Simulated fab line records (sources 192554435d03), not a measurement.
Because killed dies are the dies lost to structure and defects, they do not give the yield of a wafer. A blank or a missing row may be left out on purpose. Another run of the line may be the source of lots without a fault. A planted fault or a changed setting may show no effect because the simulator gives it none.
Split-lot experiment | flow n5Finfet | route with 1938 steps; 7 lots, 21 wafers read

## ABOUT THE SPLIT
At N5_PASSIVATION_DEVELOP_29 (develop time 60 s), the setting developTimeS was moved away from the recipe's 60 s on 8 of the 21 wafers read, by -21.8% to +12.0%. This setting was run at the recipe's value on the other wafers.

## THE PATH FROM SPLIT TO READING: the file shows 1 step between them
- N5_PASSIVATION_HARDBAKE_31: time 120 s

## THE READING
cdNm (nm) at N5_PASSIVATION_CD_MEAS_30, where the cd target is 4000 nm. Typical for fault-free wafers on this fab line: 4000.5 nm, with standard deviation 1.8 nm.

wafer  | tool, chamber at the split | developTimeS as run, s | against the recipe | cdNm, nm | against lot-mates on the recipe
L076.1 | lithoTrack-04, 0           | 60                     | recipe             | 4001.0   | -
L076.4 | lithoTrack-04, 0           | 60                     | recipe             | 4002.8   | -
L076.5 | lithoTrack-04, 0           | 46.94                  | -21.8%             | 3996.6   | -5.3
L080.1 | lithoTrack-01, 0           | 60                     | recipe             | 4002.4   | -
L080.2 | lithoTrack-01, 0           | 60                     | recipe             | 4002.3   | -
L080.4 | lithoTrack-01, 0           | 60                     | recipe             | 4001.9   | -
L081.3 | lithoTrack-03, 0           | 52.6                   | -12.3%             | 3996.7   | -3.1
L081.4 | lithoTrack-03, 0           | 60                     | recipe             | 3999.8   | -
L081.5 | lithoTrack-03, 0           | 52.6                   | -12.3%             | 3996.8   | -3.0
L090.4 | lithoTrack-01, 0           | 60                     | recipe             | 4002.5   | -
L090.5 | lithoTrack-01, 0           | 60                     | recipe             | 4004.9   | -
L090.6 | lithoTrack-01, 0           | 60                     | recipe             | 4003.9   | -
L091.2 | lithoTrack-03, 0           | 60                     | recipe             | 3998.1   | -
L091.3 | lithoTrack-03, 0           | 53.95                  | -10.1%             | 3996.5   | -1.6
L091.6 | lithoTrack-03, 0           | 53.95                  | -10.1%             | 3997.3   | -0.8
L092.2 | lithoTrack-04, 0           | 67.22                  | +12.0%             | 4001.9   | +1.5
L092.4 | lithoTrack-04, 0           | 60                     | recipe             | 4001.5   | -
L092.5 | lithoTrack-04, 0           | 60                     | recipe             | 3999.3   | -
L097.2 | lithoTrack-04, 0           | 66.16                  | +10.3%             | 4005.1   | +2.0
L097.3 | lithoTrack-04, 0           | 60                     | recipe             | 4003.1   | -
L097.4 | lithoTrack-04, 0           | 66.16                  | +10.3%             | 4004.3   | +1.2

FIT RESULTS
A straight line over all 21 wafers: cdNm changes by +0.286 nm for each +1% of developTimeS; r = +0.79; the points scatter about the line by 1.8 nm.
The same after taking each lot's own level away (the mean of its wafers on the recipe; 21 wafers): +0.196 nm for each +1%; r = +0.90; scatter 0.78 nm.
According to that fit, moving developTimeS by its largest amount changes the reading by 4.3 nm.
The lots' own levels span 3998.10 to 4003.77 nm, that is 3.1 times the standard deviation above.
So the lot-to-lot level blurs the effect unless lot-mates are compared.
Check: for one of the wafers moved furthest among these (-21.8%), held out of the fit, the line's prediction against its lot-mates is -3.85 nm. Against them it came out at -5.3 nm.

## FURTHER SPLITS ON THESE WAFERS
Note: prior to the reading, these wafers also went through further splits. Each is held against what the fit with the lots' levels taken away leaves over:
other split on the same wafers | wafers away from the commonest value | r with cdNm (lot level and that fit taken away)
N5_BEOL_M15_SPUTTER_44 powerW  | 4                                    | +0.22
N5_MIM_BOT_SPUTTER_00 timeS    | 12                                   | -0.30

## FILE'S OWN FIT
cdNm changes by +0.203 nm for each +1% of developTimeS, r = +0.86.
